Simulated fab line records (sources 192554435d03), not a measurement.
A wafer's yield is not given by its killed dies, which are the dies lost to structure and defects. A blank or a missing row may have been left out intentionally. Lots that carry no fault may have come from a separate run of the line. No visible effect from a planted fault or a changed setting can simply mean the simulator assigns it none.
Split-lot trial	flow n5-finfet	21 wafers read across 7 lots, on a route 1938 steps long

## ON THE SPLIT
At N5_BEOL_M3_PECVD_72 (deposits SiO2 from TEOS/O2, target thk 16 nm, time 18 s), the setting time-s was moved away from the recipe's 18 s on 5 of the 21 wafers read, by -13.6% to +10.1%. All remaining wafers had this setting at the recipe value.

## FROM THE SPLIT TO THE READING: what the file shows between them, 10 steps
- N5_BEOL_M3_COAT_05: resist thk 30 nm (also split here: spin-rpm)
- N5_BEOL_M3_EBR_07
- N5_BEOL_M3_SOFTBAKE_06: time 60 s
- N5_BEOL_M3_EXPOSE_08: exposes mask M3
- N5_BEOL_M3_PEB_09: peb time 60 s
- N5_BEOL_M3_DEVELOP_10: develop time 30 s
- N5_BEOL_M3_DESCUM_16: chemistry O2, time 7 s
- N5_BEOL_M3_ETCH_74: etches underlayer in N2/H2, target depth 6.5 nm, time 5.2 s
- N5_BEOL_M3_ETCH_63: etches SiARC in CF4, target depth 15.6 nm, time 26 s
- N5_BEOL_M3_STRIP_97: strips in N2/H2, time 10 s

## THE READING
SiO2_of_BEOL_M3_PECVD_72.thk-nm (the simulator's own value, which no gauge read), in nm, at N5_BEOL_M3_HM_STRIP_39 (strips TiN in peroxide tin strip, target depth 25 nm, time 158 s). The file does not state a usual value for it. Across the 16 wafers here that went through the recipe, the average is 15.8 nm and the standard deviation 0.15 nm.

wafer	tool, chamber at the split	time-s as run, s	against the recipe	SiO2_of_BEOL_M3_PECVD_72.thk-nm, nm	against lot-mates on the recipe
L075.2	pecvd-04, 0	18	recipe	15.8	-
L075.3	pecvd-04, 1	18	recipe	15.6	-
L075.4	pecvd-04, 1	17.07	-5.2%	15	-0.7
L077.3	pecvd-03, 1	16.06	-10.8%	14.2	-1.8
L077.4	pecvd-03, 1	16.06	-10.8%	14.2	-1.8
L077.6	pecvd-03, 2	18	recipe	16	-
L080.3	pecvd-03, 1	18	recipe	15.8	-
L080.4	pecvd-03, 1,2	18	recipe	16	-
L080.6	pecvd-03, 1,2	18	recipe	16	-
L084.1	pecvd-03, 1,2	18	recipe	15.8	-
L084.5	pecvd-03, 1,2	18	recipe	15.8	-
L084.3	pecvd-03, 0	15.55	-13.6%	13.6	-2.2
L092.1	pecvd-02, 0	18	recipe	15.8	-
L092.3	pecvd-02, 1	18	recipe	15.8	-
L092.6	pecvd-02, 0	19.82	+10.1%	17.6	+1.8
L095.1	pecvd-02, 2	18	recipe	15.6	-
L095.3	pecvd-02, 1	18	recipe	15.8	-
L095.6	pecvd-02, 1	18	recipe	16	-
L096.2	pecvd-04, 0,1	18	recipe	15.6	-
L096.3	pecvd-04, 0,1	18	recipe	15.6	-
L096.4	pecvd-04, 1	18	recipe	16	-
If several chambers appear in one row, that row covers several wafers at once and the file leaves open which wafer was in which chamber.

FIT RESULTS
A straight line over all 21 wafers: SiO2_of_BEOL_M3_PECVD_72.thk-nm changes by +0.16 nm for each +1% of time-s; r = +0.98; the points scatter about the line by 0.15 nm.
The same after taking each lot's own level away (the mean of its wafers on the recipe; 21 wafers): +0.167 nm for each +1%; r = +0.99; scatter 0.12 nm.
On that fit, the largest move of time-s shifts the reading by 2.3 nm.
The lots' own levels span 15.70 to 16.00 nm, that is 2.0 times the standard deviation above.
Consequently the slope shifts little with the lot-to-lot level, the two slopes agreeing.
Check: with one of the wafers moved furthest among these (-13.6%) left out of the fit, the line predicts -2.28 nm for it against its lot-mates. Against them it came out at -2.2 nm.

## OTHER SPLITS ON THESE WAFERS
These wafers also went through other splits before the reading. Each is held against what the fit with the lots' levels taken away leaves over:
other split on the same wafers	wafers away from the commonest value	r with SiO2_of_BEOL_M3_PECVD_72.thk-nm (lot level and that fit taken away)
N5_BEOL_M0_SAQP_COAT_08 spin-rpm	8	-0.06
N5_BEOL_M0_SAQP_ETCH_106 target-depth-a	9	+0.07
N5_BEOL_M0_SAQP_SPACER2_ALD_26 target-thk-a	8	+0.06
N5_BEOL_M0_SPUTTER_132 time-s	7	-0.04
N5_BEOL_M1_SPUTTER_90 time-s	7	+0.21
N5_BEOL_M2_DESCUM_16 time-s	6	+0.18
N5_BEOL_M2_ETCH_64 bias-w	9	+0.01
N5_BEOL_M3_COAT_05 spin-rpm	3	-0.18

## THE WHOLE CHAIN: every reading that the file lists as answering this split, in the file's order
step	what it does	reading	change (the file's fit)	r (the file's)
N5_BEOL_M3_PECVD_72	deposits SiO2 from TEOS/O2, target thk 16 nm, time 18 s	SiO2_of_BEOL_M3_PECVD_72.thk-nm (the simulator's own value, which no gauge read)	+0.164 nm for each +1% of the setting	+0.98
N5_BEOL_M3_HM_STRIP_39	strips TiN in peroxide tin strip, target depth 25 nm, time 158 s	SiO2_of_BEOL_M3_PECVD_72.thk-nm (the simulator's own value, which no gauge read)	+0.165 nm for each +1% of the setting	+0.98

## THE FILE'S OWN FIT
SiO2_of_BEOL_M3_PECVD_72.thk-nm changes by +0.165 nm for each +1% of time-s, r = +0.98.
